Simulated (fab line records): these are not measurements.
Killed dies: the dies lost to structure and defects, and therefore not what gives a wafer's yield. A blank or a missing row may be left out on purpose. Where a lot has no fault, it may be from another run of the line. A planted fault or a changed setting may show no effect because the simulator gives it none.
Comparing a struck lot with a sound one :: flow n5Finfet :: 36 steps out of a route of 1938
Sound: wafers L687.1, L687.2, L687.6. The struck wafers were L682.1, L682.2, L682.4. The cause comes at the end.
At each step with rows: each side's tool, then ch and its chambers, then its first start. Under that, the readings that differ: sound wafers :: struck wafers :: difference of the means :: sigmas: that difference in standard deviations of wafers without a fault.
alike: a reading whose means differ by less than 2 such deviations, as well as words and numbers matching on both sides. not compared: withheld readings; readings where some wafer has no value; bounds like >300 that might hide an equal value; numbers whose values overlap and for which the record gives no deviation.
The two part at a step that has a row with sigmas, a row that says differs or no value, or rows on one side only. Numbers that don't overlap but have no deviation are shown without sigmas and don't part them. A reading missing from all wafers of one side parts the sides only when that side holds two or more wafers.

first, 9 steps without rows for these wafers: N5_PMOS_HMC_CHANNEL_EPI_EXPOSE_06 (exposes mask PMOS HMC BLK, target cd 240 nm); N5_PMOS_HMC_CHANNEL_EPI_PEB_07 (peb time 60 s); N5_PMOS_HMC_CHANNEL_EPI_DEVELOP_08 (develop time 30 s); N5_PMOS_HMC_CHANNEL_EPI_DESCUM_14 (chemistry O2, time 7.9 s); N5_PMOS_HMC_CHANNEL_EPI_ETCH_32 (etches BARC in N2/H2, stops on SiO2, target depth 85.8 nm, time 50.3 s); N5_PMOS_HMC_CHANNEL_EPI_HM_OPEN_15 (chemistry CHF3/O2, target SiO2, target depth 40.6 nm, time 20.3 s); N5_PMOS_HMC_CHANNEL_EPI_STRIP_33 (strips in N2/H2); N5_PMOS_HMC_CHANNEL_EPI_STRIP_17 (strips in SPM, time 750 s); N5_PMOS_HMC_CHANNEL_EPI_ETCH_38 (etches SiO2 in CF4, target depth 1.5 nm).
N5_PMOS_HMC_CHANNEL_EPI_FIN_RECESS_16: chemistry HBr/Cl2, target Si, target depth 54 nm, time 18 s.
  sound on rieSi-03 ch 2,3, day 7 12:41; struck on rieSi-03 ch 0,2,3, day 6 05:56
  no value came back on the struck wafers for any of 6 readings (HBr_flow_sccm (sccm), biasW (W) and others); on the sound wafers HBr_flow_sccm (sccm) reads 150.1 150.0 150.0
reading: model.SiO2_of_PMOS_HMC_CHANNEL_EPI_HM_DEP_34.thkNm (nm)
sound: 30.33 29.84 30.12
struck: 34.43 34.35 34.85
difference: +4.45
sigmas: 
  not compared: rfHoursCounterH
then, 1 step without rows for these wafers: N5_PMOS_HMC_CHANNEL_EPI_PRECLEAN_36 (cleans in O3/DIW, time 45 s).
N5_PMOS_HMC_CHANNEL_EPI_PRECLEAN_18: cleans in DHF, time 30 s.
  sound on wetBench-03 ch 0,2,3, day 7 12:48; struck on wetBench-03 ch 3,5,6, day 6 06:02
reading: model.SiO2_of_PMOS_HMC_CHANNEL_EPI_HM_DEP_34.thkNm (nm)
sound: 24.69 24.2 24.45
struck: 28.82 28.73 29.21
difference: +4.47
sigmas: 
then, 5 steps without rows for these wafers: N5_PMOS_HMC_CHANNEL_EPI_SRD_19 (time 30 s); N5_PMOS_HMC_CHANNEL_EPI_EPI_20 (deposits SiGe30, target thk 59 nm); N5_PMOS_HMC_CHANNEL_EPI_HM_STRIP_35 (strips SiO2 in dHF, material SiO2, target depth 39.6 nm, time 216 s); N5_PMOS_HMC_CHANNEL_EPI_SRD_39 (time 30 s); N5_PMOS_HMC_CHANNEL_EPI_CMP_21 (polishes SiGe30, target thk 54 nm).
N5_PMOS_HMC_CHANNEL_EPI_THK_MEAS_22:
  sound on filmMetro-02, day 7 14:29; struck on filmMetro-01, day 6 07:44
reading: HMC_CMP_THK (nm)
sound: 53.4 55.4 53.5
struck: 0.1 0.1 0.1
difference: -54.0
sigmas: -54
then, 17 steps without rows for these wafers: N5_PMOS_HMC_CHANNEL_EPI_PRECLEAN_40 (cleans in DHF, time 30 s); N5_PMOS_HMC_CHANNEL_EPI_PRECLEAN_37 (cleans in O3/DIW, time 45 s); N5_PMOS_HMC_CHANNEL_EPI_PRECLEAN_24 (cleans in DHF, time 30 s); N5_PMOS_HMC_CHANNEL_EPI_SRD_25 (time 30 s); N5_PMOS_HMC_CHANNEL_EPI_EPI_26 (deposits Si from SiH4/H2, target thk 3.8 nm, time 22.7 s); N5_FIN_SAQP_PRECLEAN_42 (cleans in O3/DIW, time 60 s); N5_FIN_SAQP_PRECLEAN_00 (cleans in SC1, time 60 s); N5_FIN_SAQP_PRECLEAN_44 (cleans in SC2, time 45 s); N5_FIN_SAQP_SRD_01 (time 30 s); N5_FIN_SAQP_ALD_61 (deposits SiO2, target thk 4 nm, pulse time 1 s, purge time 2 s); N5_FIN_SAQP_DENSIFY_62 (time 60 s); N5_FIN_SAQP_HM_DEP_03 (deposits SiNx from SiH4/NH3/N2, target thk 38 nm, time 33.6 s); N5_FIN_SAQP_PECVD_47 (deposits a-Si from SiH4/He, target thk 45 nm, time 36.3 s); N5_FIN_SAQP_PECVD_48 (deposits SiNx from SiH4/NH3/N2, target thk 25 nm, time 22.1 s); N5_FIN_SAQP_PECVD_06 (deposits a-Si from SiH4/He, target thk 60 nm, time 48.1 s); N5_FIN_SAQP_HM_DEP_72 (deposits SiO2 from SiH4/N2O, target thk 12 nm, time 7.2 s); N5_FIN_SAQP_COAT_49 (time 60 s, resist thk 100 nm).
N5_FIN_SAQP_OVL_MEAS_17:
  sound on overlay-02 ch 0, day 7 16:37; struck on overlay-01 ch 0, day 6 09:38
reading: FIN_CORE_OVL (nm)
sound: -0.2 -0.3 -0.6
struck: - - -
difference: no value on the struck wafers
sigmas: 

## WHERE THEY PART
Earliest at N5_PMOS_HMC_CHANNEL_EPI_FIN_RECESS_16; latest, in this record, at N5_FIN_SAQP_OVL_MEAS_17.

WHY: what the simulator had put in
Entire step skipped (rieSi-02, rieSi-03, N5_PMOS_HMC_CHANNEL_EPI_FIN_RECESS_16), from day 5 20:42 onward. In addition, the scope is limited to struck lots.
